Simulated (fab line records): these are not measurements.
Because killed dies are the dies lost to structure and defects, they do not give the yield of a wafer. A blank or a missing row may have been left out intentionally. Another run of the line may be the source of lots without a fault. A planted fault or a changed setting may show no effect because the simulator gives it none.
Which of the tools did it? / flow n5_finfet / 24 lots, 72 wafers sampled, at 4 steps of a route of 1938

WHAT THE GAUGES SHOWED, per wafer
N5_BEOL_M2_INSPECT_59: inspects for defects (darkfield). Usual: 77 for raw_defect_count, sd 23.
lot=L074; measured=day 6 21:32; on=defect_inspect-02; raw_defect_count=92 107 72; flag=
lot=L075; measured=day 7 03:28; on=defect_inspect-02; raw_defect_count=61 76 111; flag=
lot=L076; measured=day 7 17:36; on=defect_inspect-02; raw_defect_count=59 55 93; flag=
lot=L077; measured=day 7 19:39; on=defect_inspect-01; raw_defect_count=43 32 88; flag=
lot=L078; measured=day 8 00:43; on=defect_inspect-02; raw_defect_count=64 63 59; flag=
lot=L079; measured=day 8 15:26; on=defect_inspect-01; raw_defect_count=72 80 38; flag=
lot=L080; measured=day 8 16:58; on=defect_inspect-02; raw_defect_count=85 87 114; flag=
lot=L081; measured=day 8 21:05; on=defect_inspect-02; raw_defect_count=43 48 51; flag=
lot=L084; measured=day 9 04:00; on=defect_inspect-01; raw_defect_count=60 44 66; flag=
lot=L082; measured=day 9 09:35; on=defect_inspect-02; raw_defect_count=156 94 130; flag=
lot=L083; measured=day 9 10:34; on=defect_inspect-02; raw_defect_count=55 48 86; flag=
lot=L085; measured=day 9 20:43; on=defect_inspect-02; raw_defect_count=99 81 59; flag=
lot=L086; measured=day 10 01:52; on=defect_inspect-01; raw_defect_count=41 60 37; flag=
lot=L087; measured=day 10 07:15; on=defect_inspect-01; raw_defect_count=78 91 83; flag=
lot=L088; measured=day 10 17:22; on=defect_inspect-02; raw_defect_count=85 80 75; flag=
lot=L089; measured=day 10 21:38; on=defect_inspect-02; raw_defect_count=59 90 70; flag=
lot=L090; measured=day 10 22:30; on=defect_inspect-01; raw_defect_count=54 48 74; flag=
lot=L091; measured=day 11 12:35; on=defect_inspect-02; raw_defect_count=100 83 125; flag=
lot=L092; measured=day 11 17:39; on=defect_inspect-02; raw_defect_count=86 52 71; flag=
lot=L093; measured=day 11 23:06; on=defect_inspect-01; raw_defect_count=106 99 67; flag=
lot=L094; measured=day 12 02:37; on=defect_inspect-01; raw_defect_count=158 60 50; flag=
lot=L095; measured=day 12 04:31; on=defect_inspect-02; raw_defect_count=58 120 77; flag=
lot=L096; measured=day 12 17:41; on=defect_inspect-02; raw_defect_count=65 91 69; flag=
lot=L097; measured=day 12 23:19; on=defect_inspect-01; raw_defect_count=73 88 96; flag=

N5_BEOL_M3_CD_MEAS_18: pitch 36 nm, target cd 18 nm. Usual: 18.10 nm for cd_nm, sd 0.28.
lot=L074; measured=day 6 23:10; on=cd_sem-01; cd_nm (nm)=17.99 18.78 18.33; flag=
lot=L075; measured=day 7 06:50; on=cd_sem-01; cd_nm (nm)=18.27 18.07 18.30; flag=
lot=L076; measured=day 7 20:07; on=cd_sem-03; cd_nm (nm)=18.21 18.34 17.89; flag=
lot=L077; measured=day 7 23:36; on=cd_sem-03; cd_nm (nm)=18.09 17.83 18.07; flag=
lot=L078; measured=day 8 04:37; on=cd_sem-01; cd_nm (nm)=18.01 17.52 17.72; flag=
lot=L079; measured=day 8 17:39; on=cd_sem-01; cd_nm (nm)=18.26 18.34 18.37; flag=
lot=L080; measured=day 8 18:42; on=cd_sem-02; cd_nm (nm)=18.11 18.01 18.31; flag=
lot=L081; measured=day 8 22:37; on=cd_sem-02; cd_nm (nm)=18.03 18.26 18.11; flag=
lot=L084; measured=day 9 07:04; on=cd_sem-03; cd_nm (nm)=17.83 17.74 18.00; flag=
lot=L082; measured=day 9 11:19; on=cd_sem-01; cd_nm (nm)=18.57 18.22 17.94; flag=
lot=L083; measured=day 9 12:05; on=cd_sem-01; cd_nm (nm)=18.15 17.87 18.12; flag=
lot=L085; measured=day 9 21:59; on=cd_sem-02; cd_nm (nm)=18.19 17.69 18.20; flag=
lot=L086; measured=day 10 04:17; on=cd_sem-03; cd_nm (nm)=18.45 18.06 18.04; flag=
lot=L087; measured=day 10 10:56; on=cd_sem-02; cd_nm (nm)=17.95 17.75 17.87; flag=
lot=L088; measured=day 10 19:15; on=cd_sem-01; cd_nm (nm)=18.08 18.17 18.31; flag=
lot=L089; measured=day 10 23:25; on=cd_sem-02; cd_nm (nm)=18.59 18.61 18.44; flag=
lot=L090; measured=day 11 00:02; on=cd_sem-02; cd_nm (nm)=18.18 17.76 18.22; flag=
lot=L091; measured=day 11 14:17; on=cd_sem-02; cd_nm (nm)=18.18 18.34 18.49; flag=
lot=L092; measured=day 11 20:16; on=cd_sem-02; cd_nm (nm)=18.30 17.97 18.17; flag=
lot=L093; measured=day 12 00:29; on=cd_sem-01; cd_nm (nm)=18.44 18.47 18.16; flag=
lot=L094; measured=day 12 05:07; on=cd_sem-01; cd_nm (nm)=17.86 17.78 18.02; flag=
lot=L095; measured=day 12 06:28; on=cd_sem-03; cd_nm (nm)=18.56 18.07 18.26; flag=
lot=L096; measured=day 12 19:34; on=cd_sem-01; cd_nm (nm)=18.06 17.85 18.37; flag=
lot=L097; measured=day 13 01:50; on=cd_sem-02; cd_nm (nm)=18.26 18.42 17.99; flag=

N5_BEOL_M3_INSPECT_30: inspects for defects (brightfield). Usual: 419 for raw_defect_count, sd 94.
lot=L074; measured=day 6 23:41; on=defect_inspect-01; raw_defect_count=466 674 365; flag=
lot=L075; measured=day 7 07:22; on=defect_inspect-02; raw_defect_count=605 484 716; flag=
lot=L076; measured=day 7 20:40; on=defect_inspect-02; raw_defect_count=484 440 491; flag=
lot=L077; measured=day 8 00:01; on=defect_inspect-02; raw_defect_count=290 258 359; flag=
lot=L078; measured=day 8 05:01; on=defect_inspect-01; raw_defect_count=353 314 270; flag=
lot=L079; measured=day 8 18:11; on=defect_inspect-01; raw_defect_count=430 342 371; flag=
lot=L080; measured=day 8 19:14; on=defect_inspect-02; raw_defect_count=413 430 407; flag=
lot=L081; measured=day 8 23:02; on=defect_inspect-02; raw_defect_count=458 436 339; flag=
lot=L084; measured=day 9 07:36; on=defect_inspect-02; raw_defect_count=465 339 338; flag=
lot=L082; measured=day 9 11:44; on=defect_inspect-02; raw_defect_count=522 404 426; flag=
lot=L083; measured=day 9 12:37; on=defect_inspect-01; raw_defect_count=346 328 422; flag=
lot=L085; measured=day 9 22:33; on=defect_inspect-02; raw_defect_count=416 420 337; flag=
lot=L086; measured=day 10 04:41; on=defect_inspect-02; raw_defect_count=250 479 333; flag=
lot=L087; measured=day 10 11:20; on=defect_inspect-02; raw_defect_count=386 483 408; flag=
lot=L088; measured=day 10 19:47; on=defect_inspect-01; raw_defect_count=388 435 357; flag=
lot=L089; measured=day 10 23:57; on=defect_inspect-02; raw_defect_count=283 363 266; flag=
lot=L090; measured=day 11 00:34; on=defect_inspect-02; raw_defect_count=351 385 488; flag=
lot=L091; measured=day 11 14:41; on=defect_inspect-01; raw_defect_count=354 469 411; flag=
lot=L092; measured=day 11 20:40; on=defect_inspect-02; raw_defect_count=469 383 461; flag=
lot=L093; measured=day 12 01:01; on=defect_inspect-02; raw_defect_count=518 499 423; flag=
lot=L094; measured=day 12 05:39; on=defect_inspect-02; raw_defect_count=725 553 467; flag=
lot=L095; measured=day 12 06:52; on=defect_inspect-02; raw_defect_count=305 475 367; flag=
lot=L096; measured=day 12 20:06; on=defect_inspect-01; raw_defect_count=425 307 519; flag=
lot=L097; measured=day 13 02:14; on=defect_inspect-02; raw_defect_count=376 405 499; flag=

WHAT TOOL EACH LOT RAN ON (gives the tool, then ch and the chambers of the sampled wafers, and finally the start)
lot=L074; N5_BEOL_M3_HM_DEP_02=pvd_sputter-01, day 6 22:05
lot=L075; N5_BEOL_M3_HM_DEP_02=pvd_sputter-02, day 7 05:33
lot=L076; N5_BEOL_M3_HM_DEP_02=pvd_sputter-02, day 7 19:10
lot=L077; N5_BEOL_M3_HM_DEP_02=pvd_sputter-03, day 7 22:32
lot=L078; N5_BEOL_M3_HM_DEP_02=pvd_sputter-02, day 8 02:58
lot=L079; N5_BEOL_M3_HM_DEP_02=pvd_sputter-01, day 8 16:35
lot=L080; N5_BEOL_M3_HM_DEP_02=pvd_sputter-02, day 8 17:38
lot=L081; N5_BEOL_M3_HM_DEP_02=pvd_sputter-02, day 8 21:41
lot=L084; N5_BEOL_M3_HM_DEP_02=pvd_sputter-03, day 9 06:00
lot=L082; N5_BEOL_M3_HM_DEP_02=pvd_sputter-03, day 9 10:23
lot=L083; N5_BEOL_M3_HM_DEP_02=pvd_sputter-03, day 9 11:08
lot=L085; N5_BEOL_M3_HM_DEP_02=pvd_sputter-03, day 9 20:56
lot=L086; N5_BEOL_M3_HM_DEP_02=pvd_sputter-03, day 10 02:55
lot=L087; N5_BEOL_M3_HM_DEP_02=pvd_sputter-01, day 10 09:47
lot=L088; N5_BEOL_M3_HM_DEP_02=pvd_sputter-01, day 10 18:19
lot=L089; N5_BEOL_M3_HM_DEP_02=pvd_sputter-01, day 10 22:17
lot=L090; N5_BEOL_M3_HM_DEP_02=pvd_sputter-02, day 10 23:01
lot=L091; N5_BEOL_M3_HM_DEP_02=pvd_sputter-01, day 11 13:13
lot=L092; N5_BEOL_M3_HM_DEP_02=pvd_sputter-03, day 11 19:12
lot=L093; N5_BEOL_M3_HM_DEP_02=pvd_sputter-02, day 11 23:25
lot=L094; N5_BEOL_M3_HM_DEP_02=pvd_sputter-01, day 12 03:56
lot=L095; N5_BEOL_M3_HM_DEP_02=pvd_sputter-02, day 12 05:23
lot=L096; N5_BEOL_M3_HM_DEP_02=pvd_sputter-02, day 12 18:38
lot=L097; N5_BEOL_M3_HM_DEP_02=pvd_sputter-01, day 13 00:32
- N5_BEOL_M3_HM_DEP_02: deposits TiN, target thk 20 nm.

AS READ BY THE TOOLS THEMSELVES (means over the sampled wafers that have a number; for cases with no such wafer, the mark the record gives instead)
N5_BEOL_M3_HM_DEP_02. Usual: chamber_pressure_pa 0.4998 Pa, standard deviation 0.001; throttle_valve_pct 30.3 %, standard deviation 1.1.
lot=L074; tool=pvd_sputter-01; chamber_pressure_pa (Pa)=0.5003; throttle_valve_pct (%)=30.0; flag=
lot=L075; tool=pvd_sputter-02; chamber_pressure_pa (Pa)=0.4995; throttle_valve_pct (%)=29.9; flag=
lot=L076; tool=pvd_sputter-02; chamber_pressure_pa (Pa)=0.4994; throttle_valve_pct (%)=29.9; flag=
lot=L077; tool=pvd_sputter-03; chamber_pressure_pa (Pa)=0.5005; throttle_valve_pct (%)=31.7; flag=
lot=L078; tool=pvd_sputter-02; chamber_pressure_pa (Pa)=0.4999; throttle_valve_pct (%)=29.6; flag=
lot=L079; tool=pvd_sputter-01; chamber_pressure_pa (Pa)=0.5003; throttle_valve_pct (%)=29.4; flag=
lot=L080; tool=pvd_sputter-02; chamber_pressure_pa (Pa)=0.5009; throttle_valve_pct (%)=29.0; flag=
lot=L081; tool=pvd_sputter-02; chamber_pressure_pa (Pa)=0.4998; throttle_valve_pct (%)=30.5; flag=
lot=L084; tool=pvd_sputter-03; chamber_pressure_pa (Pa)=0.5001; throttle_valve_pct (%)=29.5; flag=
lot=L082; tool=pvd_sputter-03; chamber_pressure_pa (Pa)=0.4991; throttle_valve_pct (%)=30.9; flag=
lot=L083; tool=pvd_sputter-03; chamber_pressure_pa (Pa)=0.4997; throttle_valve_pct (%)=30.1; flag=
lot=L085; tool=pvd_sputter-03; chamber_pressure_pa (Pa)=0.5006; throttle_valve_pct (%)=30.8; flag=
lot=L086; tool=pvd_sputter-03; chamber_pressure_pa (Pa)=0.4988; throttle_valve_pct (%)=31.8; flag=
lot=L087; tool=pvd_sputter-01; chamber_pressure_pa (Pa)=0.5009; throttle_valve_pct (%)=29.8; flag=
lot=L088; tool=pvd_sputter-01; chamber_pressure_pa (Pa)=0.5006; throttle_valve_pct (%)=30.3; flag=
lot=L089; tool=pvd_sputter-01; chamber_pressure_pa (Pa)=0.4995; throttle_valve_pct (%)=29.9; flag=
lot=L090; tool=pvd_sputter-02; chamber_pressure_pa (Pa)=0.5001; throttle_valve_pct (%)=30.5; flag=
lot=L091; tool=pvd_sputter-01; chamber_pressure_pa (Pa)=0.4992; throttle_valve_pct (%)=29.9; flag=
lot=L092; tool=pvd_sputter-03; chamber_pressure_pa (Pa)=0.5002; throttle_valve_pct (%)=31.6; flag=
lot=L093; tool=pvd_sputter-02; chamber_pressure_pa (Pa)=0.4990; throttle_valve_pct (%)=30.7; flag=
lot=L094; tool=pvd_sputter-01; chamber_pressure_pa (Pa)=0.5007; throttle_valve_pct (%)=29.8; flag=
lot=L095; tool=pvd_sputter-02; chamber_pressure_pa (Pa)=0.4995; throttle_valve_pct (%)=29.8; flag=
lot=L096; tool=pvd_sputter-02; chamber_pressure_pa (Pa)=0.5006; throttle_valve_pct (%)=29.7; flag=
lot=L097; tool=pvd_sputter-01; chamber_pressure_pa (Pa)=0.4996; throttle_valve_pct (%)=30.3; flag=

THE ANSWER, worked out from the rows above alone
Rule: take the mean of a lot's wafers that have a number; if it is more than 3 standard deviations from the usual mean, the lot is off. A lot without any number at a reading at which 4 lots or more have one is off too. Where the step has rows for the other lots, those lots are counted as sound. First the gauges in route order, then the tools' own readings, where a lot's mean is used as printed above. At the first step where some lot is off, the reading lying furthest off is the one used; lots without a number count as furthest.
Across all readings shown, no lot is off: no conclusion can be drawn from this.

WHAT THE SIMULATOR PUT IN
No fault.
